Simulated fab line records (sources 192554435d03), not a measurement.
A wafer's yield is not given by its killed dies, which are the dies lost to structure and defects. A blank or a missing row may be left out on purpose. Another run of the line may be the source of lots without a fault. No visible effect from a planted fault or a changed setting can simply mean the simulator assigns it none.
The tool behind it: which one? ; flow n5Finfet ; 11 lots, 28 wafers sampled, at 5 steps of a route of 1938

## WHAT THE GAUGES SHOWED, per wafer
N5_FIN_SAQP_CD_MEAS_37 targets a cd of 8 nm. Usual: cdNm 8.16 nm, standard deviation 0.27.
lot;measured;on;cdNm (nm);flag
L837;day 2 08:31;cdSem-01;8.13 7.73;
L838;day 2 14:26;cdSem-02;8.31 8.00;
L842;day 3 13:51;cdSem-02;8.07 8.10 8.10;
L844;day 4 02:44;cdSem-03;7.61 8.67;
L847;day 4 22:59;cdSem-03;8.22 8.16 8.39;
L848;day 5 05:40;cdSem-01;7.90 8.15;
L849;day 5 10:27;cdSem-02;8.39 8.30 8.21;
L850;day 5 14:44;cdSem-03;8.60 8.48;
L851;day 5 21:16;cdSem-01;8.21 8.21 8.34;
L852;day 6 02:16;cdSem-02;7.85 7.93 7.81;
L854;day 6 14:40;cdSem-03;8.21 7.91 8.12;

N5_FIN_SAQP_OCD_MEAS_76. Usual: trenchDepthNm 121.1 nm, standard deviation 2.9.
lot;measured;on;trenchDepthNm (nm);flag
L837;day 2 08:37;ocd-02;120.3 122.9;
L838;day 2 14:32;ocd-01;123.8 119.7;
L842;day 3 13:57;ocd-01;124.7 124.2 121.8;
L844;day 4 02:50;ocd-01;120.2 125.9;
L847;day 4 23:05;ocd-01;125.9 116.4 120.8;
L848;day 5 05:46;ocd-01;119.7 125.7;
L849;day 5 10:33;ocd-01;119.8 123.1 125.5;
L850;day 5 14:50;ocd-02;123.1 118.9;
L851;day 5 21:22;ocd-02;118.6 116.5 123.7;
L852;day 6 02:22;ocd-01;125.9 121.0 125.3;
L854;day 6 14:46;ocd-01;119.8 118.7 124.4;

N5_BEOL_M4_RC_MEAS_101. Usual: DIBL_N 37.5 mV/V, standard deviation 2; DIBL_P 37.5 mV/V, standard deviation 2.5; IOFF_N 0.18 nA/um, standard deviation 0.042; IOFF_P 0.24 nA/um, standard deviation 0.046; ION_N 677 uA/um, standard deviation 15; ION_P 464 uA/um, standard deviation 9.5; SS_N 72.0 mV/dec, standard deviation 0.76; SS_P 73.6 mV/dec, standard deviation 0.79; VT_N 249 mV, standard deviation 3.5; VT_P -249 mV, standard deviation 3.2.
lot;measured;on;DIBL_N (mV/V);DIBL_P (mV/V);IOFF_N (nA/um);IOFF_P (nA/um);ION_N (uA/um);ION_P (uA/um);SS_N (mV/dec);SS_P (mV/dec);VT_N (mV);VT_P (mV);flag
L837;day 8 02:11;prober-02;37.0 38.1;38.6 39.7;0.17 0.18;0.23 0.26;691 667;466 458;72.8 72.8;74.1 74.7;247 251;-251 -249;
L838;day 8 05:43;prober-01;34.7 38.8;34.3 37.2;0.14 0.21;0.18 0.21;698 670;476 459;71.2 73.5;72.8 73.6;254 247;-251 -253;
L842;day 9 10:41;prober-02;37.3 39.1 34.8;36.9 38.0 35.0;0.17 0.20 0.13;0.24 0.26 0.23;678 684 650;469 472 454;71.4 72.7 71.0;74.0 74.2 74.0;249 248 250;-249 -247 -248;
L844;day 10 00:06;prober-02;34.7 42.7;33.6 45.1;0.12 0.30;0.16 0.38;657 694;454 473;70.5 73.4;71.5 75.7;257 243;-252 -241;
L847;day 10 12:13;prober-01;37.1 37.0 36.0;40.3 38.0 37.7;0.19 0.19 0.15;0.27 0.20 0.20;658 665 654;446 449 446;71.9 73.0 72.2;74.3 72.5 72.6;250 248 254;-252 -252 -255;
L848;day 11 04:28;prober-01;37.6 36.7;36.7 34.8;0.15 0.16;0.21 0.19;672 681;463 464;70.9 71.4;73.2 73.0;251 250;-249 -248;
L849;day 11 07:12;prober-02;39.4 39.2 34.6;39.6 39.9 34.0;0.22 0.21 0.14;0.23 0.25 0.17;676 680 663;457 460 448;72.2 72.6 71.4;74.0 74.8 72.7;248 247 252;-252 -249 -254;
L850;day 11 05:20;prober-02;39.6 34.4;38.8 33.9;0.26 0.14;0.28 0.20;677 685;460 464;73.7 71.8;73.7 72.4;247 250;-246 -251;
L851;day 11 08:13;prober-01;41.2 37.0 40.0;41.2 36.4 39.8;0.24 0.16 0.22;0.31 0.24 0.28;666 676 691;450 465 476;72.3 71.5 72.2;74.2 73.9 73.6;249 248 247;-248 -248 -248;
L852;day 11 13:32;prober-02;35.3 36.3 35.2;34.4 35.7 34.0;0.12 0.15 0.12;0.18 0.20 0.17;661 688 648;461 476 452;71.0 71.4 71.3;72.3 72.5 72.6;254 252 257;-252 -255 -254;
L854;day 12 09:40;prober-01;40.8 38.5 39.0;40.6 36.9 38.1;0.23 0.18 0.19;0.29 0.24 0.25;690 655 664;470 457 460;72.2 71.7 71.6;74.2 73.8 73.0;244 249 249;-247 -247 -247;

## TOOL THAT RAN EACH LOT (tool first, then ch and the chambers of the sampled wafers, then the start)
lot;N5_FIN_CUT_DESCUM_13;N5_FIN_CUT_ETCH_21
L837;rieDiel-01 ch 0,1, day 2 09:04;rieDiel-01 ch 0,1, day 2 09:10
L838;rieDiel-03 ch 0,1, day 2 15:16;rieDiel-03 ch 0,1, day 2 15:22
L842;rieDiel-02 ch 2,3, day 3 14:32;rieDiel-02 ch 2,3, day 3 14:37
L844;rieDiel-01 ch 1,2, day 4 03:19;rieDiel-01 ch 1,2, day 4 03:24
L847;rieDiel-01 ch 1,2,3, day 4 23:41;rieDiel-01 ch 1,2,3, day 4 23:47
L848;rieDiel-02 ch 2,3, day 5 06:21;rieDiel-02 ch 2,3, day 5 06:26
L849;rieDiel-02 ch 0,1,3, day 5 11:08;rieDiel-02 ch 0,1,3, day 5 11:14
L850;rieDiel-03 ch 2,3, day 5 15:18;rieDiel-03 ch 2,3, day 5 15:32
L851;rieDiel-02 ch 0,1,3, day 5 21:49;rieDiel-02 ch 0,1,3, day 5 21:55
L852;rieDiel-02 ch 0,1,3, day 6 02:59;rieDiel-02 ch 0,1,3, day 6 03:05
L854;rieDiel-03 ch 0,1,2, day 6 15:21;rieDiel-03 ch 0,1,2, day 6 15:26
- N5_FIN_CUT_DESCUM_13: chemistry O2, time 7 s.
- N5_FIN_CUT_ETCH_21: etches SOC in N2/H2, target depth 219 nm, overetch 43.8 nm, time 523.5 s.

## WHAT THE TOOLS THEMSELVES READ (means of the sampled wafers that have a number; where no wafer has one, the mark that the record gives instead)
N5_FIN_CUT_DESCUM_13. Usual: drypumpMotorCurrentA 5.7 A, standard deviation 0.38; oesProductAu 0.76 a.u., standard deviation 0.063; rfVppV 242.9 V, standard deviation 1.1; showerheadPlenumPTorr 2.08 Torr, standard deviation 0.051; tempC 40.00 C, standard deviation 0.12; throttleValvePct 20.43 %, standard deviation 0.25.
lot;tool;drypumpMotorCurrentA (A);oesProductAu (a.u.);rfVppV (V);showerheadPlenumPTorr (Torr);tempC (C);throttleValvePct (%);flag
L837;rieDiel-01;5.5;0.74;243.8;2.10;39.99;20.48;
L838;rieDiel-03;6.0;0.79;243.6;2.19;40.00;20.59;
L842;rieDiel-02;5.2;0.77;243.1;2.10;40.16;20.34;
L844;rieDiel-01;5.9;0.77;243.2;2.05;40.09;20.38;
L847;rieDiel-01;5.7;0.76;243.6;2.06;40.06;20.41;
L848;rieDiel-02;5.2;0.76;243.1;2.09;40.05;20.23;
L849;rieDiel-02;5.8;0.86;242.6;2.07;39.98;20.20;
L850;rieDiel-03;5.8;0.73;241.8;2.00;40.03;20.65;
L851;rieDiel-02;5.8;0.86;243.2;2.07;39.99;20.20;
L852;rieDiel-02;5.8;0.85;243.1;2.07;40.07;20.21;
L854;rieDiel-03;6.0;0.74;243.2;2.11;39.94;20.70;

N5_FIN_CUT_ETCH_21. Usual: drypumpMotorCurrentA 5.7 A (standard deviation 0.38); h2FlowSccm 200.1 sccm (standard deviation 0.57); oesProductAu 0.70 a.u. (standard deviation 0.058); rfVppV 240.6 V (standard deviation 1.2); showerheadPlenumPTorr 2.52 Torr (standard deviation 0.065); tempC 39.99 C (standard deviation 0.11); throttleValvePct 17.8 % (standard deviation 0.3).
lot;tool;drypumpMotorCurrentA (A);h2FlowSccm (sccm);oesProductAu (a.u.);rfVppV (V);showerheadPlenumPTorr (Torr);tempC (C);throttleValvePct (%);flag
L837;rieDiel-01;5.6;200.5;0.68;240.2;2.53;39.97;17.7;
L838;rieDiel-03;6.0;200.2;0.72;242.2;2.66;40.12;17.9;
L842;rieDiel-02;5.3;200.2;0.71;240.6;2.55;39.88;17.7;
L844;rieDiel-01;5.9;200.1;0.70;240.6;2.50;39.94;17.9;
L847;rieDiel-01;5.8;199.1;0.70;240.3;2.51;40.01;17.9;
L848;rieDiel-02;5.2;200.3;0.72;240.8;2.55;40.08;17.6;
L849;rieDiel-02;5.8;199.6;0.80;240.8;2.54;40.05;17.7;
L850;rieDiel-03;5.9;199.8;0.66;239.8;2.39;40.06;17.8;
L851;rieDiel-02;5.8;220.0;0.79;240.6;2.60;40.02;18.4;OFF
L852;rieDiel-02;5.8;220.1;0.78;240.7;2.60;39.99;18.4;OFF
L854;rieDiel-03;6.0;200.0;0.67;240.3;2.55;39.98;18.0;

## THE ANSWER, worked out from the rows above alone
Rule: a lot counts as off when the mean over its wafers that have a number is more than 3 standard deviations away from the usual mean. Also off: a lot with no number at a reading for which 4 or more lots have one. All remaining lots with rows at the step are treated as sound. Order of review: gauges by route order, followed by the tools' own readings, for which a lot's mean as printed above is used. At the first step where some lot is off, the reading lying furthest off is the one used; lots without a number count as furthest.
Off: L851, L852 (N5_FIN_CUT_ETCH_21, h2FlowSccm).
A tool fits if, at that step or a process step before it, it ran every lot that is off, and no sound lot after the first of them. One candidate fits, namely rieDiel-02 at N5_FIN_CUT_DESCUM_13 and N5_FIN_CUT_ETCH_21. At N5_FIN_CUT_DESCUM_13 its last sound lot is L849 (day 5 11:08), its first lot that is off L851 (day 5 21:49): a fault that began between those two fits.

## WHAT THE SIMULATOR HAD PUT IN
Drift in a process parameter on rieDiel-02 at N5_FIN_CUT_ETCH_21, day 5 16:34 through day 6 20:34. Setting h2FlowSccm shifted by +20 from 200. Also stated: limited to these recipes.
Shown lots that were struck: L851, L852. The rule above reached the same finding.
